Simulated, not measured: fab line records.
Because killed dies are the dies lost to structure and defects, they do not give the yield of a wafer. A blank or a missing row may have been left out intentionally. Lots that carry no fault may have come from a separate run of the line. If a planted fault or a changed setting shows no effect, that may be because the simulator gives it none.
Matching of chambers    flow n5_finfet    4 sister chambers for N5_HKMG_FIN_ALD_74 on ald_hk-01
The step deposits La2O3, target thk 0.5 nm, pulse time 6 s, co reactant pulse time 1 s. 8 wafers are shown with their chamber, then 10 later ones without.

## WAFERS WITH THEIR CHAMBER
wafer   chamber  heater_power_w (W)  precursor_pulse_height_rel
L083.6  1        281                 0.979
L090.1  0        326                 0.996
L090.3  3        327                 0.948
L090.4  1        281                 0.990
L090.5  2        348                 0.975
L090.6  3        328                 0.986
L093.1  2        341                 1.027
L093.2  0        321                 0.989

## WAFERS MISSING THEIR CHAMBER
wafer   heater_power_w (W)  precursor_pulse_height_rel
L093.3  290                 0.980
L093.4  331                 0.983
L093.5  333                 0.962
L093.6  346                 1.002
L091.2  327                 0.968
L091.4  331                 0.998
L091.6  330                 1.003
L095.2  329                 1.005
L095.3  284                 1.005
L095.4  346                 0.997

## CHAMBER TAKEN BY EACH
wafer   from the rows above      in truth
L093.3  1                        1
L093.4  can't be placed: 3 or 0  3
L093.5  can't be placed: 3 or 0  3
L093.6  2                        2
L091.2  can't be placed: 3 or 0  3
L091.4  can't be placed: 3 or 0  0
L091.6  can't be placed: 3 or 0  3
L095.2  can't be placed: 3 or 0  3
L095.3  1                        1
L095.4  2                        2
4 of 10 placed correctly. These rows do not allow placing 6 (true chamber among the candidates in 6). Number placed wrongly: 0.
How it was worked out, from the rows above alone: a wafer's distance from a chamber is the root of the sum, over the readings, of the square of ((its reading less the chamber's mean) divided by the reading's scatter). The wafer belongs to the nearest chamber; if the next one is less than 2 further off, it can't be placed. For every chamber, the mean is computed from those of its wafers that are shown. The scatter is the square root of a quotient: the sum, over the shown wafers, of each reading's squared deviation from its chamber's mean, divided by wafers minus chambers.
